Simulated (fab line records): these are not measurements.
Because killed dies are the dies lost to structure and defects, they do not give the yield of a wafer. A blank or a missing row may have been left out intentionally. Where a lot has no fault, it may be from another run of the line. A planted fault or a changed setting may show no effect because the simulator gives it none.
Matching of chambers / flow nand_harc / NHARC_P_CONTACT_DEP_30 on pecvd-04 has 3 sister chambers
The step deposits SiNx, target thk 30 nm. 3 wafers are shown with their chamber, then 8 later ones without.

== WAFERS PAIRED WITH THEIR CHAMBERS ==
wafer=L088.5; chamber=1; heater_power_w (W)=719
wafer=L088.6; chamber=2; heater_power_w (W)=675
wafer=L092.2; chamber=0; heater_power_w (W)=791

== WAFERS MISSING THEIR CHAMBER ==
wafer=L092.4; heater_power_w (W)=827
wafer=L092.5; heater_power_w (W)=794
wafer=L094.3; heater_power_w (W)=799
wafer=L094.4; heater_power_w (W)=787
wafer=L094.5; heater_power_w (W)=798
wafer=L097.1; heater_power_w (W)=795
wafer=L097.5; heater_power_w (W)=826
wafer=L097.6; heater_power_w (W)=821

== WHICH CHAMBER EACH ONE RAN IN ==
wafer=L092.4; from the rows above=0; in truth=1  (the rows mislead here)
wafer=L092.5; from the rows above=0; in truth=0
wafer=L094.3; from the rows above=0; in truth=0
wafer=L094.4; from the rows above=0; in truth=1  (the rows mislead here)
wafer=L094.5; from the rows above=0; in truth=0
wafer=L097.1; from the rows above=0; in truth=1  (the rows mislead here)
wafer=L097.5; from the rows above=0; in truth=0
wafer=L097.6; from the rows above=0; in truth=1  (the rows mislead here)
Correctly placed: 4 of 8. Not placeable from these rows: 0. Wrongly placed: 4.
How it was worked out, from the rows above alone: a wafer's distance from a chamber is the root of the sum, over the readings, of the square of ((its reading less the chamber's mean) divided by the reading's scatter). If the next closest chamber is less than 2 further off than the closest, the wafer can't be placed; otherwise it belongs to the closest. Each chamber's mean is taken over the wafers shown for it. The scatter: with one shown wafer a chamber, the root of the mean of the squares of how far each hidden wafer lies from its nearest shown one.
